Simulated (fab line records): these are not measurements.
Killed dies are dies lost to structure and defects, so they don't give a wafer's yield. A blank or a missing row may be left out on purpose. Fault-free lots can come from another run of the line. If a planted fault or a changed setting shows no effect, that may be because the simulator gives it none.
fab line records	flow n5Finfet
record lots=10	wafers=29	lastDay=18
route steps=1938 shown BEOL_M0@730 BEOL_M1@751 BEOL_M4@1111 PASSIVATION@1936
lots that met no fault: from a run of the same line without faults
startH: the number of hours between the record's first day and the start of the first shown wafer of the lot	waitH: hours from the lot's prior step to this one	" identical to the entry in the row above	L1.1+2: a row that stands for several wafers	- value missing, or start not given	* or withheld: withheld	< > ~ a bound
route shown NAME@n: names a module that has steps shown in the file, with the first one's number in the route	usual: average and standard deviation across the fault-free wafers	same: alike in all rows	chamber/n: place in a boat	sites: per-site readings	_std_site: the values' standard deviation	_edge_site: inner sites' mean taken away from outer sites' mean	radiusMm: for every site, how far away it sits from the centre of the wafer	mask NAME#n: copy n	behind: the most recent tool/chamber to have shaped the wafer	hold: reason for holding the lot/hours on hold/outcome of the hold	device: names the non-switching transistor (n, p or np)	end of line: tests of these same wafers at the route's end	for a step that has no rows: nothing shown but its recipe	killed: not the wafer's yield, but the dies lost to structure and defects at the first sort	map: a wafer's dies, x killed, . not, _ none there
set.NAME: the run value of the setting; set.NAME@STEP: its run value at that earlier step	model.NAME: the simulator's own value behind a step, which no gauge read
route steps across a sampled set of lots; one table per step, one row per wafer
services: when a tool's chamber went out of use (startH, in hours from the record's first day, below 0 if earlier), for how many hours, and the reason
## steps
# step N5_BEOL_M0_PRE_CLEAN_113
# recipe gas=H2/He	timeS=30	tempC=250
# usual heaterPowerW=324/33
lot.wafer	tool	chamber	startH	waitH	heaterPowerW
L362.1	pvdSputter-03	-	119.12	0.0	318
L362.2	"	-	"	"	353
L362.3	"	-	"	"	374
L364.1	pvdSputter-03	-	129.87	0.0	375
L364.4	"	-	"	"	364
L364.6	"	-	"	"	387
L366.1	pvdSputter-02	-	140.04	0.0	346
L366.3	"	-	"	"	290
L366.4	"	-	"	"	298
L370.1	pvdSputter-01	-	168.25	0.0	363
L370.5	"	-	"	"	323
L372.1	pvdSputter-03	-	173.09	0.0	325
L372.3	"	-	"	"	376
L372.4	"	-	"	"	377
L373.1	pvdSputter-03	-	182.70	0.0	324
L373.3	"	-	"	"	324
L373.5	"	-	"	"	310
L374.1	pvdSputter-01	-	193.26	0.0	356
L374.3	"	-	"	"	286
L374.5	"	-	"	"	325
L383.3	pvdSputter-02	-	249.47	0.0	347
L383.4	"	-	"	"	302
L383.6	"	-	"	"	291
L384.1	pvdSputter-02	-	249.55	0.0	350
L384.5	"	-	"	"	287
L384.6	"	-	"	"	352
L385.4	pvdSputter-01	-	257.02	0.0	378
L385.5	"	-	"	"	345
L385.6	"	-	"	"	375
# step N5_BEOL_M0_SPUTTER_134
# recipe material=Cu	targetThkA=40	tempC=-20	chamberPressurePa=0.07	powerW=withheld	timeS=7.37
# usual throttleValvePct=30.3/0.99
lot.wafer	tool	chamber	startH	waitH	throttleValvePct
L362.1	pvdSputter-01	-	120.29	0.0	29.4
L362.2	"	-	"	"	28.6
L362.3	"	-	"	"	30.2
L364.1	pvdSputter-03	-	130.87	0.0	30.6
L364.4	"	-	"	"	29.9
L364.6	"	-	"	"	30.5
L366.1	pvdSputter-02	-	141.22	0.0	32.0
L366.3	"	-	"	"	29.4
L366.4	"	-	"	"	29.6
L370.1	pvdSputter-03	-	168.95	0.0	31.5
L370.5	"	-	"	"	29.6
L372.1	pvdSputter-02	-	174.29	0.0	32.0
L372.3	"	-	"	"	29.7
L372.4	"	-	"	"	29.5
L373.1	pvdSputter-03	-	183.58	0.0	30.4
L373.3	"	-	"	"	30.1
L373.5	"	-	"	"	30.0
L374.1	pvdSputter-02	-	194.33	0.0	29.9
L374.3	"	-	"	"	32.2
L374.5	"	-	"	"	32.2
L383.3	pvdSputter-02	-	250.18	0.0	29.6
L383.4	"	-	"	"	31.9
L383.6	"	-	"	"	29.5
L384.1	pvdSputter-02	-	250.62	0.0	29.9
L384.5	"	-	"	"	32.2
L384.6	"	-	"	"	29.6
L385.4	pvdSputter-02	-	258.08	0.0	29.9
L385.5	"	-	"	"	29.6
L385.6	"	-	"	"	29.5
# step N5_BEOL_M0_CMP_120
# recipe stopOn=SiOC	tOverpolishS=6.9	downForcePsi=1	platenRpm=50	clearingPlatenDownForcePsi=1.5	clearingPlatenRpm=50	postCmpClean=cuAlkaline	clearingPlatenPadVelocityMS=0.99484	padVelocityMS=0.99484
# usual barrierFieldEndpointS=3.61/0.14	clearingPlatenDownForcePsi=1.500/0.0032	motorCurrentA=5.7/0.56	overpolishRunS=6.901/0.0092	padLifeWafers=1294/460	timeToEndpointS=61/3.9
# same tOverpolishS=6.9
lot.wafer	tool	chamber	startH	waitH	barrierFieldEndpointS	clearingPlatenDownForcePsi	motorCurrentA	overpolishRunS	padLifeWafers	timeToEndpointS
L362.2	cmp-03	3	121.06	0.2	3.55	1.504	4.9	6.890	570	60
L362.1	"	1	"	"	3.57	1.499	6.4	6.896	572	59
L362.3	"	2	"	"	3.54	1.496	6.0	6.902	573	58
L364.4	cmp-01	3	131.49	0.1	3.85	1.499	5.3	6.900	1470	67
L364.1	"	1	"	"	3.56	1.502	5.4	6.924	1472	54
L364.6	"	3	"	"	3.96	1.498	5.6	6.889	-	67
L366.4	cmp-04	0	142.23	0.1	3.58	1.499	5.1	6.885	954	59
L366.3	"	2	"	"	3.49	1.497	7.0	6.900	956	64
L366.1	"	3	"	"	3.65	1.496	6.1	6.916	957	65
L370.1	cmp-01	1	169.64	0.3	3.35	1.497	5.2	6.901	1730	56
L370.5	"	0	"	"	3.29	1.507	5.9	6.891	-	57
L372.1	cmp-04	3	174.90	0.3	3.55	1.503	6.2	6.906	1170	57
L372.4	"	0	"	"	3.65	1.500	5.3	6.916	1171	61
L372.3	"	2	"	"	3.67	1.498	6.3	6.903	1173	62
L373.3	cmp-03	3	184.27	0.2	3.51	1.496	5.0	6.899	1076	59
L373.1	"	0	"	"	3.62	1.501	6.2	6.893	1077	64
L373.5	"	1	"	"	3.62	1.503	6.5	6.913	-	58
L374.1	cmp-04	0	195.03	0.3	3.62	1.500	5.3	6.901	1320	63
L374.3	"	1	"	"	3.77	1.503	5.5	6.916	1321	65
L374.5	"	1	"	"	3.70	1.497	5.1	6.895	-	66
L383.4	cmp-04	2	250.93	0.2	3.56	1.505	6.4	6.911	1777	62
L383.3	"	3	"	"	3.58	1.500	6.0	6.891	1778	65
L383.6	"	2	"	"	3.56	1.501	7.0	6.902	-	64
L384.1	cmp-01	1	251.43	0.3	3.41	1.496	5.5	6.896	200	52
L384.5	"	3	"	"	3.70	1.504	5.4	6.904	-	67
L384.6	"	0	"	"	3.70	1.498	5.9	6.888	-	59
L385.4	cmp-04	3	259.54	0.2	3.93	1.503	5.9	6.897	1879	69
L385.5	"	2	"	"	3.95	1.502	6.6	6.899	-	68
L385.6	"	3	"	"	3.87	1.497	6.2	6.899	-	69
# step N5_BEOL_M1_ILD_DEP_00
# recipe material=SiOC	targetThkA=790	tempC=350	precursor=DEMS/O2	pressureTorr=5	rfW=500	timeS=15.3
# usual heaterPowerW=480/110	showerheadPlenumPTorr=5.697/0.017	throttleValvePct=12.0/0.64
lot.wafer	tool	chamber	startH	waitH	heaterPowerW	showerheadPlenumPTorr	throttleValvePct
L362.1	pecvd-04	0	121.74	0.0	688	5.691	13.1
L362.2	"	1	"	"	596	5.677	13.0
L362.3	"	2	"	"	557	5.685	11.0
L364.1	pecvd-01	0	132.13	0.0	434	5.674	12.4
L364.4	"	2	"	"	675	5.707	11.0
L364.6	"	0	"	"	426	5.664	12.4
L366.1	pecvd-01	1	142.89	0.0	386	5.709	11.9
L366.3	"	2	"	"	652	5.702	11.1
L366.4	"	1	"	"	405	5.700	12.0
L370.1	pecvd-01	0	170.18	0.0	450	5.679	12.1
L370.5	"	2	"	"	670	5.719	11.2
L372.1	pecvd-01	1	175.52	0.0	319	5.710	11.7
L372.3	"	2	"	"	591	5.711	11.3
L372.4	"	1	"	"	316	5.713	11.9
L373.1	pecvd-01	1	184.82	0.0	342	5.702	11.6
L373.3	"	2	"	"	642	5.707	11.1
L373.5	"	0	"	"	495	5.673	12.6
L374.1	pecvd-01	2	195.78	0.0	647	5.704	11.7
L374.3	"	1	"	"	404	5.712	12.3
L374.5	"	2	"	"	678	5.709	11.3
L383.3	pecvd-02	1	251.51	0.0	467	5.691	12.4
L383.4	"	1	"	"	475	5.709	12.4
L383.6	"	0	"	"	377	5.722	12.4
L384.1	pecvd-02	2	251.97	0.0	405	5.701	10.9
L384.5	"	0	"	"	357	5.702	12.1
L384.6	"	2	"	"	412	5.720	10.8
L385.4	pecvd-02	1	260.14	0.1	442	5.699	12.7
L385.5	"	0	"	"	406	5.701	12.1
L385.6	"	2	"	"	424	5.706	10.7
# step N5_BEOL_M1_THK_MEAS_01
# recipe reads=SiOC_of_BEOL_M1_ILD_DEP_00
# usual M1_ILD_THK=78.5/1.2
lot.wafer	tool	chamber	startH	waitH	M1_ILD_THK[nm]
L362.1	filmMetro-01	-	121.81	0.0	76.6
L362.2	"	-	"	"	75.9
L362.3	"	-	"	"	76.9
L364.1	filmMetro-02	-	132.20	0.0	77.1
L364.4	"	-	"	"	80.1
L364.6	"	-	"	"	78.8
L366.1	filmMetro-02	-	142.95	0.0	77.7
L366.3	"	-	"	"	77.9
L366.4	"	-	"	"	78.3
L370.1	filmMetro-01	-	170.25	0.0	76.8
L370.5	"	-	"	"	79.2
L372.1	filmMetro-01	-	175.59	0.0	116.8
L372.3	"	-	"	"	78.5
L372.4	"	-	"	"	79.2
L373.1	filmMetro-02	-	184.88	0.0	117.1
L373.3	"	-	"	"	78.1
L373.5	"	-	"	"	78.5
L374.1	filmMetro-01	-	195.85	0.0	118.1
L374.3	"	-	"	"	77.0
L374.5	"	-	"	"	78.8
L383.3	filmMetro-02	-	251.58	0.1	80.0
L383.4	"	-	"	"	80.2
L383.6	"	-	"	"	78.9
L384.1	filmMetro-02	-	252.04	0.0	77.9
L384.5	"	-	"	"	79.8
L384.6	"	-	"	"	79.3
L385.4	filmMetro-02	-	260.19	0.0	80.4
L385.5	"	-	"	"	79.9
L385.6	"	-	"	"	80.1
# step N5_BEOL_M4_RC_MEAS_101
# usual DIBL_N=36.6/2.3	DIBL_P=36.3/2.8	IOFF_N=0.17/0.047	IOFF_P=0.22/0.048	ION_N=676/14	ION_P=463/9.4	SS_N=71.6/0.84	SS_P=73.4/0.85	VT_N=249/3.7	VT_P=-249/3.6
lot.wafer	tool	chamber	startH	waitH	DIBL_N[mV/V]	DIBL_P[mV/V]	IOFF_N[nA/um]	IOFF_P[nA/um]	ION_N[uA/um]	ION_P[uA/um]	SS_N[mV/dec]	SS_P[mV/dec]	VT_N[mV]	VT_P[mV]
L362.1	prober-02	0	167.15	0.0	35.1	32.6	0.15	0.18	667	461	72.0	73.0	249	-249
L362.2	"	0	"	"	34.6	33.7	0.13	0.18	679	470	70.9	71.8	253	-249
L362.3	"	0	"	"	37.2	37.4	0.18	0.24	674	467	71.3	73.8	248	-248
L364.1	prober-02	0	172.33	0.0	39.8	40.1	0.27	0.34	711	485	72.3	74.3	239	-244
L364.4	"	0	"	"	37.6	37.1	0.19	0.26	672	471	71.8	73.2	248	-245
L364.6	"	0	"	"	38.7	38.1	0.21	0.27	676	470	71.5	73.4	245	-247
L366.1	prober-02	0	188.09	0.0	36.2	36.8	0.14	0.19	661	457	70.4	74.2	252	-254
L366.3	"	0	"	"	36.8	38.0	0.16	0.21	674	462	71.6	73.8	249	-251
L366.4	"	0	"	"	40.1	39.1	0.21	0.23	681	452	71.8	74.6	246	-253
L370.1	prober-02	0	214.55	0.0	39.4	39.4	0.21	0.22	690	463	72.2	74.4	246	-253
L370.5	"	0	"	"	40.5	39.7	0.26	0.24	688	460	72.3	74.2	244	-250
L372.3	prober-01	0	228.75	0.3	32.4	30.0	0.09	0.12	662	453	70.4	71.4	257	-257
L372.4	"	0	"	"	36.0	36.9	0.15	0.21	692	468	70.9	72.8	249	-250
L373.3	prober-02	0	229.02	0.3	36.9	35.5	0.17	0.18	689	466	71.6	73.2	248	-249
L373.5	"	0	"	"	37.1	34.7	0.17	0.16	647	437	73.2	72.6	253	-255
L374.3	prober-01	0	238.54	0.3	36.7	36.3	0.17	0.22	668	459	71.5	73.9	249	-249
L374.5	"	0	"	"	38.0	38.8	0.21	0.26	684	469	71.5	73.6	243	-245
L383.3	prober-02	0	291.28	0.3	36.4	35.4	0.16	0.19	668	458	71.6	72.9	250	-252
L383.4	"	0	"	"	34.7	33.0	0.13	0.17	688	471	71.2	72.6	250	-251
L383.6	"	0	"	"	36.7	35.2	0.16	0.20	681	469	71.7	73.6	252	-248
L384.1	prober-01	0	309.81	0.0	40.5	41.1	0.25	0.29	671	459	72.9	75.4	244	-249
L384.5	"	0	"	"	39.5	40.5	0.24	0.27	674	458	72.5	74.9	243	-250
L384.6	"	0	"	"	38.0	36.5	0.18	0.21	674	455	72.3	74.3	248	-253
L385.4	prober-02	0	310.46	0.5	39.1	40.3	0.23	0.30	704	479	72.8	74.6	243	-245
L385.5	"	0	"	"	33.5	33.6	0.14	0.18	688	474	71.2	73.0	248	-249
L385.6	"	0	"	"	38.9	37.9	0.22	0.25	683	468	72.8	73.7	246	-244
# step N5_PASSIVATION_PROBE_49
# usual defectLimitedYield=91.5/1.5	killed_at_M0_to_M3=33/9.9	killed_at_M4_up=14/5.2	killedAtContacts=11/5.2	killedAtFrontEnd=38/10	killedAtOther=4/3.5	killedDies=100/18	killedOnRim=13/4.1	killedOpen=66/14	killedShort=32/6.9	sort_bin_5_function=5.0/1	sort_bin_6_memory=3.1/0.69	sort_bin_8_speed=0.03/0.26	sortNPass=1080/18	sortYieldPct=91.5/1.5
# same grossDies=1180	killedAtBackSide=0	sort_bin_4_leakage[%]=0
lot.wafer	tool	chamber	startH	waitH	defectLimitedYield[%]	killed_at_M0_to_M3	killed_at_M4_up	killedAtContacts	killedAtFrontEnd	killedAtOther	killedDies	killedOnRim	killedOpen	killedShort	sort_bin_5_function[%]	sort_bin_6_memory[%]	sort_bin_8_speed[%]	sortNPass	sortYieldPct[%]
L362.1	prober-02	-	272.83	0.0	89.2	46	14	13	46	8	127	20	84	37	6.2	3.8	0	1053	89.2
L362.2	prober-02	-	272.88	0.1	89.9	20	34	17	44	4	119	21	89	29	5.9	3.8	0	1061	89.9
L362.3	prober-02	-	272.93	0.1	91.1	42	7	10	40	6	105	15	72	33	6.1	2.6	0	1075	91.1
L364.1	prober-01	-	276.72	0.0	93.6	17	13	2	38	5	75	8	43	31	3.5	2.7	0	1105	93.6
L364.4	prober-01	-	276.87	0.2	94.3	20	8	3	31	5	67	10	40	27	3.6	1.9	0	1113	94.3
L364.6	prober-01	-	276.97	0.3	91.9	26	18	12	37	2	95	9	65	30	5.0	2.7	0	1085	91.9
L366.1	prober-01	-	297.51	0.0	92.7	23	8	14	37	4	86	6	57	28	4.6	2.5	0	1094	92.7
L366.3	prober-01	-	297.61	0.1	91.0	36	16	21	32	1	106	14	72	34	5.8	3.0	0	1074	91.0
L366.4	prober-01	-	297.66	0.2	92.0	37	11	13	28	5	94	12	60	34	4.7	2.8	0	1086	92.0
L370.1	prober-02	-	327.71	0.0	91.7	39	22	8	21	8	98	11	64	34	4.4	3.6	0	1082	91.7
L370.5	prober-02	-	327.91	0.2	90.9	36	15	26	26	4	107	11	67	40	5.3	3.1	0	1073	90.9
L372.1	prober-01	-	347.04	0.0	0	1088	12	25	53	2	1180	152	85	35	95.8	3.7	0	0	0
L372.3	prober-01	-	347.14	0.1	90.0	37	11	20	48	2	118	15	75	43	6.1	3.5	0	1062	90.0
L372.4	prober-01	-	347.19	0.2	88.3	38	17	16	66	1	138	15	82	48	6.4	4.0	0	1042	88.3
L374.1	prober-02	-	347.61	0.0	0	1130	9	3	30	8	1180	152	40	34	97.3	2.5	0	0	0
L374.3	prober-02	-	347.71	0.1	92.8	24	13	6	40	2	85	10	50	35	3.7	3.2	0	1095	92.8
L374.5	prober-02	-	347.81	0.2	93.7	28	13	7	25	1	74	8	46	27	3.6	2.5	0	1106	93.7
L373.1	prober-02	-	348.20	0.0	0	1130	9	4	36	1	1180	152	57	24	97.5	2.3	0	0	0
L373.3	prober-02	-	348.30	0.1	91.2	34	15	10	30	15	104	12	70	25	5.8	3.1	0	1076	91.2
L373.5	prober-02	-	348.40	0.2	92.1	39	16	9	18	11	93	7	61	22	5.3	2.6	0.17	1085	91.9
L383.3	prober-02	-	395.30	0.1	91.9	43	10	5	35	2	95	14	74	20	5.1	2.7	0	1085	91.9
L383.4	prober-02	-	395.35	0.2	91.7	45	20	11	22	0	98	11	63	33	4.7	3.4	0	1082	91.7
L383.6	prober-02	-	395.45	0.3	88.8	47	35	17	31	2	132	15	96	34	6.6	4.6	0	1048	88.8
L385.4	prober-02	-	417.16	0.7	89.6	45	15	10	49	4	123	16	89	34	6.0	4.3	0	1057	89.6
L385.5	prober-02	-	417.21	0.8	92.5	32	17	9	30	0	88	14	54	34	4.0	3.2	0	1092	92.5
L385.6	prober-02	-	417.26	0.8	92.7	22	8	10	40	6	86	14	57	29	3.6	3.5	0	1094	92.7
L384.1	prober-01	-	421.61	0.0	92.8	40	13	12	19	1	85	14	57	24	4.4	2.5	0	1095	92.8
L384.5	prober-01	-	421.81	0.2	90.2	39	11	17	48	1	116	14	85	30	6.4	3.1	0	1064	90.2
L384.6	prober-01	-	421.86	0.3	91.9	27	10	15	42	2	96	9	68	27	5.5	2.5	0	1084	91.9
# killed by level:class
L362.1 FIN_SAQP:geometricParticle:open=11 BEOL_M0_SAQP:geometricParticle:short=11 MOL_CONTACT_COAG:geometricParticle:open=11 BEOL_M1:geometricParticle:open=10 BEOL_M4:geometricParticle:open=9 FIN_SAQP:geometricParticle:short=8 BEOL_M3:geometricParticle:open=8 STI_FIN_REVEAL:geometricParticle:open=7
L362.2 BEOL_M4:geometricParticle:open=23 STI_FIN_REVEAL:geometricParticle:open=21 MOL_CONTACT_COAG:geometricParticle:open=14 BEOL_M3:geometricParticle:open=7 FIN_SAQP:geometricParticle:open=6 BEOL_M4:geometricParticle:short=5 STARTING-WAFER:geometricParticle:short=5 FIN_SAQP:geometricParticle:short=4
L362.3 BEOL_M3:geometricParticle:open=15 STI_FIN_REVEAL:geometricParticle:open=14 MOL_CONTACT_COAG:geometricParticle:open=10 BEOL_M0_SAQP:geometricParticle:short=9 GATE_CUT:geometricParticle:short=7 BEOL_M0_SAQP:geometricParticle:open=6 STI_FIN_REVEAL:geometricParticle:short=5 BEOL_M2:geometricParticle:open=5
L364.1 FIN_SAQP:geometricParticle:short=10 FIN_SAQP:geometricParticle:open=7 STI_FIN_REVEAL:geometricParticle:open=6 BEOL_M0_SAQP:geometricParticle:open=6 BEOL_M5:geometricParticle:open=5 DUMMY_GATE:geometricParticle:open=4 BEOL_M2:geometricParticle:short=4 BEOL_M4:geometricParticle:open=4
L364.4 FIN_SAQP:geometricParticle:open=8 FIN_SAQP:geometricParticle:short=6 STI_FIN_REVEAL:geometricParticle:open=4 BEOL_M0_SAQP:geometricParticle:open=4 BEOL_M0_SAQP:geometricParticle:short=3 BEOL_M1:geometricParticle:open=3 BEOL_M3:geometricParticle:open=3 MIM_TOP_ETCH:geometricParticle:short=3
L364.6 FIN_SAQP:geometricParticle:short=11 BEOL_M3:geometricParticle:open=11 MOL_CONTACT_COAG:geometricParticle:open=10 FIN_SAQP:geometricParticle:open=8 BEOL_M4:geometricParticle:open=8 STARTING-WAFER:geometricParticle:open=6 BEOL_M0_SAQP:geometricParticle:open=4 STARTING-WAFER:geometricParticle:short=4
L366.1 MOL_CONTACT_COAG:geometricParticle:open=10 FIN_SAQP:geometricParticle:open=9 BEOL_M0_SAQP:geometricParticle:open=7 BEOL_M0_SAQP:geometricParticle:short=7 GATE_CUT:geometricParticle:open=6 STARTING-WAFER:geometricParticle:short=6 BEOL_M2:geometricParticle:open=5 DUMMY_GATE:geometricParticle:open=4
L366.3 MOL_CONTACT_COAG:geometricParticle:open=17 BEOL_M1:geometricParticle:open=10 FIN_SAQP:geometricParticle:short=9 BEOL_M0_SAQP:geometricParticle:short=7 DUMMY_GATE:geometricParticle:open=6 BEOL_M0_SAQP:geometricParticle:open=5 BEOL_M0:geometricParticle:open=5 BEOL_M4:geometricParticle:open=5
L366.4 MOL_CONTACT_COAG:geometricParticle:open=9 BEOL_M0_SAQP:geometricParticle:open=9 BEOL_M2:geometricParticle:open=9 BEOL_M0_SAQP:geometricParticle:short=7 GATE_CUT:geometricParticle:short=6 BEOL_M1:geometricParticle:open=6 FIN_SAQP:geometricParticle:short=4 STI_FIN_REVEAL:geometricParticle:open=4
L370.1 BEOL_M4:geometricParticle:open=12 BEOL_M0_SAQP:geometricParticle:short=8 BEOL_M0_SAQP:geometricParticle:open=7 BEOL_M1:geometricParticle:open=6 MOL_CONTACT_COAG:geometricParticle:open=6 BEOL_M3:geometricParticle:open=5 STARTING-WAFER:geometricParticle:open=5 GATE_CUT:geometricParticle:short=4
L370.5 MOL_CONTACT_COAG:geometricParticle:open=19 BEOL_M0_SAQP:geometricParticle:short=10 BEOL_M0_SAQP:geometricParticle:open=9 BEOL_M4:geometricParticle:open=9 MOL_CONTACT_COAG:geometricParticle:short=7 GATE_CUT:geometricParticle:short=6 BEOL_M2:geometricParticle:open=6 BEOL_M2:geometricParticle:short=4
L372.1 BEOL_M1:areaEtch=1059 MOL_CONTACT_COAG:geometricParticle:open=21 STI_FIN_REVEAL:geometricParticle:open=14 BEOL_M3:geometricParticle:open=8 GATE_CUT:geometricParticle:open=6 BEOL_M0_SAQP:geometricParticle:open=6 FIN_SAQP:geometricParticle:open=5 FIN_SAQP:geometricParticle:short=5
L372.3 STI_FIN_REVEAL:geometricParticle:open=18 MOL_CONTACT_COAG:geometricParticle:open=14 BEOL_M0_SAQP:geometricParticle:short=11 BEOL_M1:geometricParticle:open=11 BEOL_M0_SAQP:geometricParticle:open=10 STI_FIN_REVEAL:geometricParticle:short=7 MOL_CONTACT_COAG:geometricParticle:short=6 FIN_SAQP:geometricParticle:short=5
L372.4 FIN_SAQP:geometricParticle:open=18 FIN_SAQP:geometricParticle:short=16 MOL_CONTACT_COAG:geometricParticle:open=13 BEOL_M3:geometricParticle:open=13 STI_FIN_REVEAL:geometricParticle:open=8 GATE_CUT:geometricParticle:short=6 BEOL_M2:geometricParticle:open=6 BEOL_M3:geometricParticle:short=6
L374.1 BEOL_M1:areaEtch=1105 FIN_SAQP:geometricParticle:short=8 BEOL_M2:geometricParticle:open=6 BEOL_M0_SAQP:geometricParticle:open=5 BEOL_M0_SAQP:geometricParticle:short=5 BEOL_M1:geometricParticle:open=5 GATE_CUT:geometricParticle:short=4 PASS1_CAP:geometricParticle:short=4
L374.3 FIN_SAQP:geometricParticle:short=11 FIN_SAQP:geometricParticle:open=8 BEOL_M4:geometricParticle:open=7 BEOL_M0_SAQP:geometricParticle:short=6 GATE_CUT:geometricParticle:short=5 BEOL_M0_SAQP:geometricParticle:open=5 MOL_CONTACT_COAG:geometricParticle:open=4 STI_FIN_REVEAL:geometricParticle:open=3
L374.5 BEOL_M2:geometricParticle:open=9 DUMMY_GATE:geometricParticle:open=7 BEOL_M0_SAQP:geometricParticle:open=6 GATE_CUT:geometricParticle:short=5 MOL_CONTACT_COAG:geometricParticle:open=5 BEOL_M0_SAQP:geometricParticle:short=5 BEOL_M0:geometricParticle:short=3 FIN_SAQP:geometricParticle:open=2
L373.1 BEOL_M1:areaEtch=1099 STI_FIN_REVEAL:geometricParticle:open=12 FIN_SAQP:geometricParticle:open=7 BEOL_M0_SAQP:geometricParticle:open=6 BEOL_M1:geometricParticle:short=6 BEOL_M1:geometricParticle:open=6 FIN_SAQP:geometricParticle:short=4 STI_FIN_REVEAL:geometricParticle:short=4
L373.3 MOL_CONTACT_COAG:geometricParticle:open=10 BEOL_M3:geometricParticle:open=9 PASSIVATION:areaEtch=9 FIN_SAQP:geometricParticle:open=7 FIN_SAQP:geometricParticle:short=7 BEOL_M1:geometricParticle:open=7 BEOL_M4:geometricParticle:open=7 BEOL_M0_SAQP:geometricParticle:open=4
L373.5 BEOL_M1:geometricParticle:open=13 PASSIVATION:areaEtch=9 MOL_CONTACT_COAG:geometricParticle:open=8 BEOL_M4:geometricParticle:open=8 BEOL_M0_SAQP:geometricParticle:open=7 BEOL_M3:geometricParticle:open=7 BEOL_M0_SAQP:geometricParticle:short=6 BEOL_M1:geometricParticle:short=5
L383.3 BEOL_M0_SAQP:geometricParticle:open=9 BEOL_M2:geometricParticle:open=9 STI_FIN_REVEAL:geometricParticle:open=6 BEOL_M0_SAQP:geometricParticle:short=6 BEOL_M1:geometricParticle:open=6 FIN_SAQP:geometricParticle:open=5 DUMMY_GATE:geometricParticle:open=5 GATE_CUT:geometricParticle:short=5
L383.4 BEOL_M0_SAQP:geometricParticle:open=14 BEOL_M4:geometricParticle:open=11 BEOL_M0_SAQP:geometricParticle:short=10 MOL_CONTACT_COAG:geometricParticle:open=8 BEOL_M1:geometricParticle:open=7 STI_FIN_REVEAL:geometricParticle:open=6 GATE_CUT:geometricParticle:short=4 FIN_SAQP:geometricParticle:short=4
L383.6 BEOL_M4:geometricParticle:open=18 MOL_CONTACT_COAG:geometricParticle:open=16 BEOL_M1:geometricParticle:open=12 FIN_SAQP:geometricParticle:open=10 BEOL_M0_SAQP:geometricParticle:short=10 BEOL_M0_SAQP:geometricParticle:open=8 BEOL_M2:geometricParticle:open=5 STI_FIN_REVEAL:geometricParticle:open=4
L385.4 BEOL_M2:geometricParticle:open=15 BEOL_M3:geometricParticle:open=11 STI_FIN_REVEAL:geometricParticle:open=10 FIN_SAQP:geometricParticle:open=9 MOL_CONTACT_COAG:geometricParticle:open=9 FIN_SAQP:geometricParticle:short=8 BEOL_M4:geometricParticle:open=7 BEOL_M0_SAQP:geometricParticle:short=5
L385.5 FIN_SAQP:geometricParticle:short=12 FIN_SAQP:geometricParticle:open=8 MOL_CONTACT_COAG:geometricParticle:open=8 BEOL_M0_SAQP:geometricParticle:short=8 BEOL_M2:geometricParticle:open=6 BEOL_M0_SAQP:geometricParticle:open=5 BEOL_M1:geometricParticle:open=5 BEOL_M4:geometricParticle:short=4
L385.6 STI_FIN_REVEAL:geometricParticle:open=8 GATE_CUT:geometricParticle:short=8 MOL_CONTACT_COAG:geometricParticle:open=6 GATE_CUT:geometricParticle:open=5 FIN_SAQP:geometricParticle:open=4 FIN_SAQP:geometricParticle:short=4 BEOL_M4:geometricParticle:open=4 MOL_CONTACT_COAG:geometricParticle:short=4
L384.1 MOL_CONTACT_COAG:geometricParticle:open=10 BEOL_M1:geometricParticle:open=10 BEOL_M3:geometricParticle:open=8 BEOL_M3:geometricParticle:short=8 FIN_SAQP:geometricParticle:short=6 BEOL_M0_SAQP:geometricParticle:open=6 FIN_SAQP:geometricParticle:open=5 BEOL_M0_SAQP:geometricParticle:short=4
L384.5 FIN_SAQP:geometricParticle:open=18 STI_FIN_REVEAL:geometricParticle:open=13 MOL_CONTACT_COAG:geometricParticle:open=13 BEOL_M3:geometricParticle:open=8 BEOL_M2:geometricParticle:open=8 BEOL_M0_SAQP:geometricParticle:open=7 BEOL_M0_SAQP:geometricParticle:short=6 FIN_SAQP:geometricParticle:short=4
L384.6 MOL_CONTACT_COAG:geometricParticle:open=12 BEOL_M3:geometricParticle:open=12 DUMMY_GATE:geometricParticle:open=8 FIN_SAQP:geometricParticle:open=7 BEOL_M0_SAQP:geometricParticle:short=7 GATE_CUT:geometricParticle:short=6 FIN_SAQP:geometricParticle:short=5 BEOL_M0_SAQP:geometricParticle:open=5
## services
tool	chamber	startH	hours	kind
pvdSputter-01	-	96.44	9.7	repair
pecvd-01	1	105.05	5.5	scheduledDown
pecvd-01	-	112.20	0.3	repair
pecvd-02	2	125.40	18.7	repair
cmp-03	-	134.55	0.3	repair
cmp-01	-	138.32	6.1	repair
cmp-03	-	139.44	2.7	repair
pecvd-04	-	140.52	6.7	repair
cmp-04	-	143.20	1.9	repair
cmp-04	-	154.83	6.4	pm
pecvd-04	-	164.23	14.6	pm
cmp-03	-	182.72	0.4	repair
pecvd-04	-	184.51	0.8	repair
pecvd-02	2	202.38	-	clean
pecvd-01	0	205.06	5.5	scheduledDown
cmp-04	-	213.83	0.9	repair
cmp-01	-	213.90	4.0	pm
pecvd-01	-	218.10	1.0	repair
cmp-04	-	233.19	1.7	repair
cmp-01	-	236.25	10.6	pm
pecvd-04	-	242.28	1.9	repair
cmp-03	-	246.92	6.7	pm
pecvd-04	-	254.34	14.9	repair
cmp-01	-	257.26	2.1	repair
## key
firstSign step=N5_BEOL_M1_THK_MEAS_01	reading=M1_ILD_THK	direction=up	sigmas=34	usual=78.5	struck=117.3
effect step=N5_PASSIVATION_PROBE_49	reading=killed_at_M0_to_M3	direction=up	sigmas=99+	usual=33	struck=1116
moreKillsBornAt N5_BEOL_M1_ETCH_41@rieDiel-05=2204	N5_BEOL_M1_ETCH_41@rieDiel-06=1059
metAt N5_BEOL_M1_ILD_DEP_00
struckLots L372,L373,L374
struckWafers L372.1,L373.1,L374.1
laterRowsLeftOut L372.1,L373.1,L374.1
notActingAt N5_BEOL_M0_PRE_CLEAN_113,N5_BEOL_M0_SPUTTER_134,N5_BEOL_M0_CMP_120
onsetBetween 170.18 175.52
fault kind=processParameterDrift	tool=pecvd-01	chamber=-	onsetH=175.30	steps=N5_BEOL_M1_ILD_DEP_00	channel=timeS	offset=*	shape=step	endH=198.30	scope=struckWafersOnly	actsIn=*	stated=*
# laterRowsLeftOut: the simulator's readings of these wafers behind a module that went badly wrong aren't trusted and aren't shown, but for the sort
